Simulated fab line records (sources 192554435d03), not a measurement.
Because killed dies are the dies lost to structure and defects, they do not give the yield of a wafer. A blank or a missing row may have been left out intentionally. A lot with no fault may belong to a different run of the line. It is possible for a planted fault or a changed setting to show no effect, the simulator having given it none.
Chamber matching / flow n5 finfet / N5_BEOL_M9_ETCH_66 on rie diel-01: 4 sister chambers
The step etches SOC in N2/H2, target depth 80 nm, overetch 16 nm, time 120 s. 8 wafers are shown with their chamber, then 7 later ones without.

WAFERS PAIRED WITH THEIR CHAMBERS
wafer=L083.5; chamber=1; throttle valve pct (%)=17.81; showerhead plenum p Torr (Torr)=2.48
wafer=L083.6; chamber=2; throttle valve pct (%)=18.02; showerhead plenum p Torr (Torr)=2.62
wafer=L085.1; chamber=1; throttle valve pct (%)=17.83; showerhead plenum p Torr (Torr)=2.47
wafer=L089.2; chamber=0; throttle valve pct (%)=17.36; showerhead plenum p Torr (Torr)=2.55
wafer=L089.4; chamber=3; throttle valve pct (%)=18.04; showerhead plenum p Torr (Torr)=2.50
wafer=L089.6; chamber=2; throttle valve pct (%)=18.04; showerhead plenum p Torr (Torr)=2.61
wafer=L091.1; chamber=3; throttle valve pct (%)=18.07; showerhead plenum p Torr (Torr)=2.50
wafer=L091.2; chamber=0; throttle valve pct (%)=17.38; showerhead plenum p Torr (Torr)=2.55

WAFERS WITHOUT THEIR CHAMBER
wafer=L091.4; throttle valve pct (%)=17.84; showerhead plenum p Torr (Torr)=2.47
wafer=L097.2; throttle valve pct (%)=17.39; showerhead plenum p Torr (Torr)=2.55
wafer=L097.4; throttle valve pct (%)=18.07; showerhead plenum p Torr (Torr)=2.50
wafer=L097.5; throttle valve pct (%)=18.06; showerhead plenum p Torr (Torr)=2.61
wafer=L096.4; throttle valve pct (%)=17.86; showerhead plenum p Torr (Torr)=2.47
wafer=L096.5; throttle valve pct (%)=17.40; showerhead plenum p Torr (Torr)=2.55
wafer=L096.6; throttle valve pct (%)=17.85; showerhead plenum p Torr (Torr)=2.47

EACH ONE'S CHAMBER
wafer=L091.4; from the rows above=1; in truth=1
wafer=L097.2; from the rows above=0; in truth=0
wafer=L097.4; from the rows above=3; in truth=3
wafer=L097.5; from the rows above=2; in truth=2
wafer=L096.4; from the rows above=1; in truth=1
wafer=L096.5; from the rows above=0; in truth=0
wafer=L096.6; from the rows above=1; in truth=1
Correct placement for 7 of the 7. From these rows, 0 cannot be placed. Number placed wrongly: 0.
How it was worked out, from the rows above alone: a wafer's distance from a chamber is the root of the sum, over the readings, of the square of ((its reading less the chamber's mean) divided by the reading's scatter). If the next closest chamber is less than 2 further off than the closest, the wafer can't be placed; otherwise it belongs to the closest. A chamber's mean is the mean of its shown wafers. How the scatter is found: for the shown wafers, subtract from each reading the mean of its chamber, square and add these, divide the total by (wafers less chambers), then take the root.
